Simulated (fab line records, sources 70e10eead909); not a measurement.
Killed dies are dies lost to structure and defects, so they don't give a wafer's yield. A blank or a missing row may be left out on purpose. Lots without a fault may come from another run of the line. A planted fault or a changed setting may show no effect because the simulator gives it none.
Problem report in the 8D (eight disciplines) form, filled by code | flow nand_harc | the parts of the form that need people (team, actions taken, sign-off) are left out

1. THE PROBLEM
thk_nm at NHARC_A_ONON_D1_THK_MEAS_02 reads a mean of 1349 nm on 6 wafers of 2 lots; wafers without a fault read 999 nm with a standard deviation of 9.2. That is +38 standard deviations from the usual mean.
The step: measures by ellipsometry.
First seen on wafer L269.2, day 10 20:56, on film_metro-02. The record holds 42 wafers of 14 lots with a number at this step. Rule for "out", or "out of limits": more than 4 standard deviations from the usual mean. The other wafers with a number count as sound.

2. WHAT IT IS AND WHAT IT IS NOT
question                    | is                     | is not
which readings at this step | thk_nm                 | -
which lots                  | L269, L273             | L257, L259, L260, L261, L262, L264, L268, L270, L276, L277, L279, L280
which wafers of those lots  | all that have a number | -
read on which gauges        | film_metro-02          | film_metro-01
when                        | from day 10 20:56      | up to then (21 sound wafers); but 15 sound wafers of L270, L276, L277, L279, L280 came after

3. SUSPECTS, AND WHAT RULES EACH OUT
Counting: a tool at a process step up to the reading stays a suspect if it ran every lot that is out and no sound lot after the first of them.
- the gauge at NHARC_A_ONON_D1_THK_MEAS_02: ruled out. All the wafers that are out were read on film_metro-02, but those of them that NHARC_END_SORT_01 has rows for are out there too, on other tools.
- pecvd_onon-04 at NHARC_A_ONON_D1_DEP_00 (target thk 1000 nm): kept. It ran every lot that is out, first L269 (day 10 20:29), and no sound lot after that; its last sound lot up to then is L268 (day 9 19:49).
Left after counting: pecvd_onon-04 at NHARC_A_ONON_D1_DEP_00.

4. THE CAUSE (what the simulator had put in)
Process parameter drift: pecvd_onon-04, from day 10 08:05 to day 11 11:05, at NHARC_A_ONON_D1_DEP_00. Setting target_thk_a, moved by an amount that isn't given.
Counting left only this tool.

5. THE CHAIN OF EFFECTS, in route order
Each row: a reading whose mean over the struck wafers that have a number lies more than 3 standard deviations from the usual. Only readings for which the record gives a usual standard deviation are gone through. hours: the time from each lot's start at the first step in this table that gives one to its start at this step, as a median over the lots. sigmas: the change in usual standard deviations.
hours | step                        | reading         | usual  | on struck wafers | change | sigmas
0     | NHARC_A_ONON_D1_THK_MEAS_02 | thk_nm          | 999 nm | 1349             | +350   | +38
284   | NHARC_END_SORT_01           | killed_at_array | 29     | 674              | +645   | +59
284   | NHARC_END_SORT_01           | killed_dies     | 33     | 677              | +644   | +54

6. WHAT WOULD HAVE CAUGHT IT SOONER
In this record the first reading out of limits at a measuring or inspecting step was taken at day 10 20:56, 13 hours after the fault began at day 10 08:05.
Of the lots that are out (2), L273 began NHARC_A_ONON_D1_DEP_00 on pecvd_onon-04 after day 10 20:56. A hold on the tool at that time would have spared it.
